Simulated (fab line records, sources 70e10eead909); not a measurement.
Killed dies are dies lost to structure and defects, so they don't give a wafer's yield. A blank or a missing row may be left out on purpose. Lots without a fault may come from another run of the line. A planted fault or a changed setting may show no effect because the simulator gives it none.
Which tool did it? | flow nand_harc | 14 lots, 39 wafers sampled, at 3 steps of a route of 1159

WHAT THE GAUGES READ, wafer by wafer
NHARC_P_CONTACT_CD_MEAS_12: target cd 90 nm.
lot  | measured     | on        | cd_nm (nm)
L154 | day 5 22:20  | cd_sem-01 | 88.8 89.5 89.8
L153 | day 5 22:31  | cd_sem-03 | 90.4 90.5 90.8
L156 | day 6 19:54  | cd_sem-02 | 90.7 91.1 89.7
L158 | day 7 06:13  | cd_sem-01 | 90.2 90.2
L161 | day 7 18:54  | cd_sem-01 | 89.6 89.5
L163 | day 8 17:57  | cd_sem-02 | 89.5 90.2
L164 | day 8 19:22  | cd_sem-01 | 90.6 89.5 89.7
L168 | day 9 14:28  | cd_sem-02 | 89.6 90.2 89.4
L169 | day 9 15:24  | cd_sem-02 | 89.9 89.9 89.9
L170 | day 10 01:14 | cd_sem-02 | 90.6 90.0 90.2
L172 | day 10 15:07 | cd_sem-03 | 90.3 91.0 90.4
L173 | day 10 21:42 | cd_sem-03 | 90.8 90.4 90.1
L175 | day 10 22:07 | cd_sem-03 | 90.5 91.3 89.9
L174 | day 10 23:09 | cd_sem-01 | 91.0 90.6 90.1

NHARC_P_CONTACT_OVL_MEAS_13.
lot  | measured     | on         | overlay_x_nm (nm) | overlay_y_nm (nm)
L154 | day 5 22:25  | overlay-01 | -1.5 -1.8 -1.8    | 0.7 0.5 0.0
L153 | day 5 22:36  | overlay-02 | -0.6 -0.3 -0.2    | -1.5 -0.7 -1.7
L156 | day 6 19:59  | overlay-01 | 0.8 0.9 0.3       | 0.6 0.2 1.0
L158 | day 7 06:19  | overlay-02 | -0.3 0.5          | 0.2 0.0
L161 | day 7 18:59  | overlay-02 | 1.0 0.6           | -0.6 -0.2
L163 | day 8 18:02  | overlay-01 | -0.2 -0.3         | 0.2 0.2
L164 | day 8 19:26  | overlay-01 | 0.7 1.0 1.3       | 1.9 1.9 1.8
L168 | day 9 14:33  | overlay-01 | 0.9 0.9 0.7       | 0.5 -0.2 -0.1
L169 | day 9 15:30  | overlay-01 | -1.4 -1.5 -0.9    | 0.0 0.8 0.7
L170 | day 10 01:19 | overlay-01 | -0.8 -0.7 -0.9    | 0.0 -0.3 -0.4
L172 | day 10 15:13 | overlay-01 | -0.7 -0.8 -0.6    | 0.3 0.3 -0.1
L173 | day 10 21:47 | overlay-02 | -1.3 -1.8 -2.1    | 0.2 -0.3 0.0
L175 | day 10 22:12 | overlay-01 | 2.1 2.1 2.3       | -0.1 -0.1 -0.2
L174 | day 10 23:14 | overlay-01 | -1.0 -0.7 -1.1    | 0.1 0.7 0.7

WHICH TOOL RAN EACH LOT (tool, then ch and the chambers of the sampled wafers, then the start)
lot  | NHARC_P_GATE_RTA_82
L154 | rtp_anneal-01 ch 0, day 5 20:33
L153 | rtp_anneal-01 ch 0, day 5 20:41
L156 | rtp_anneal-01 ch 0, day 6 18:01
L158 | rtp_anneal-02 ch 0, day 7 04:32
L161 | rtp_anneal-02 ch 0, day 7 17:19
L163 | rtp_anneal-01 ch 0, day 8 16:10
L164 | rtp_anneal-01 ch 0, day 8 17:32
L168 | rtp_anneal-02 ch 0, day 9 12:38
L169 | rtp_anneal-02 ch 0, day 9 13:34
L170 | rtp_anneal-01 ch 0, day 9 23:35
L172 | rtp_anneal-01 ch 0, day 10 13:10
L173 | rtp_anneal-02 ch 0, day 10 20:01
L175 | rtp_anneal-02 ch 0, day 10 20:22
L174 | rtp_anneal-01 ch 0, day 10 21:07
- NHARC_P_GATE_RTA_82: time 30 s.

WHAT THE TOOLS THEMSELVES READ (means of the sampled wafers that have a number; where no wafer has one, the mark that the record gives instead)
NHARC_P_GATE_RTA_82.
lot  | tool          | lamp_power_pct (%) | lamp_zone_6_pct (%) | wafer_temp_C_max
L154 | rtp_anneal-01 | 3.3                | 3.3                 | 452.3
L153 | rtp_anneal-01 | 3.3                | 3.3                 | 451.7
L156 | rtp_anneal-01 | 3.3                | 3.3                 | 452.2
L158 | rtp_anneal-02 | 4.1                | 4.1                 | 451.6
L161 | rtp_anneal-02 | 4.1                | 4.1                 | 451.6
L163 | rtp_anneal-01 | 3.3                | 3.3                 | 452.4
L164 | rtp_anneal-01 | 3.3                | 3.3                 | 452.0
L168 | rtp_anneal-02 | 4.1                | 4.1                 | 452.1
L169 | rtp_anneal-02 | 4.1                | 4.1                 | 451.5
L170 | rtp_anneal-01 | 3.3                | 3.3                 | 451.9
L172 | rtp_anneal-01 | 3.3                | 3.3                 | 452.0
L173 | rtp_anneal-02 | 4.1                | 4.1                 | 451.9
L175 | rtp_anneal-02 | 4.1                | 4.1                 | 451.5
L174 | rtp_anneal-01 | 3.3                | 3.3                 | 451.9

THE ANSWER, worked out from the rows above alone
Rule: what is usual is taken from the lots themselves. Put in order of their means at a reading, lots are off if they are a third of the lots or fewer, leave a main group of 4 or more, and stand apart from it by a gap of 3 or more times the standard deviation of the main group's means; of several such gaps the widest counts. A main group whose means are all the same, to the digits that the tables above print for the reading, isn't used. A lot without any number at a reading at which 4 lots or more have one is off too. The other lots that the step has rows for count as sound. The gauges are gone through in route order, then the tools' own readings, and for those a lot's mean is taken as printed above. The first step at which some lot is off is used, and at that step the reading that is off furthest; a lot without a number counts as furthest.
No lot is off at any reading shown: from this, nothing can be told.

WHAT THE SIMULATOR HAD PUT IN
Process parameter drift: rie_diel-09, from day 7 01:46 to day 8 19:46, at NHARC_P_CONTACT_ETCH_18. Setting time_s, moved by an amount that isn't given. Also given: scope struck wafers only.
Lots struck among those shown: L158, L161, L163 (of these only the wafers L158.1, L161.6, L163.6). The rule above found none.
